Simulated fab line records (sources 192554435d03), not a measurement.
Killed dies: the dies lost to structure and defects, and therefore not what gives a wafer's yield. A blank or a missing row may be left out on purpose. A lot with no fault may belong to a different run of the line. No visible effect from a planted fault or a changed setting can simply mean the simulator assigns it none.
Matching of chambers    flow n5 finfet    rie diel-05 running N5_BEOL_M7_ETCH_65: 4 sister chambers
The step etches SiARC in CF4, target depth 15.6 nm, time 26 s. 4 wafers are shown with their chamber, then 10 later ones without.

## WAFERS WITH THEIR CHAMBER
wafer   chamber  showerhead plenum p Torr (Torr)
L090.1  1        2.25
L090.2  2        2.24
L092.4  3        2.11
L092.5  0        2.08

## WAFERS WHOSE CHAMBER IS MISSING
wafer   showerhead plenum p Torr (Torr)
L092.6  2.11
L093.1  2.24
L093.4  2.08
L093.6  2.23
L096.1  2.11
L096.3  2.07
L096.4  2.23
L097.1  2.11
L097.3  2.24
L097.6  2.23

## CHAMBER TAKEN BY EACH
wafer   from the rows above      in truth
L092.6  3                        3
L093.1  can't be placed: 2 or 1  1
L093.4  0                        0
L093.6  can't be placed: 2 or 1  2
L096.1  3                        3
L096.3  0                        0
L096.4  can't be placed: 2 or 1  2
L097.1  3                        3
L097.3  can't be placed: 2 or 1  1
L097.6  can't be placed: 2 or 1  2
5 of 10 placed correctly. Can't be placed from these rows: 5 (the true chamber is among the candidates in 5). Wrongly placed: 0.
How it was worked out, from the rows above alone: a wafer's distance from a chamber is the root of the sum, over the readings, of the square of ((its reading less the chamber's mean) divided by the reading's scatter). The wafer belongs to the nearest chamber; if the next one is less than 2 further off, it can't be placed. Each chamber's mean is taken over the wafers shown for it. The scatter (one wafer shown for each chamber): square how far every hidden wafer sits from the nearest shown wafer, average those squares and take the square root.
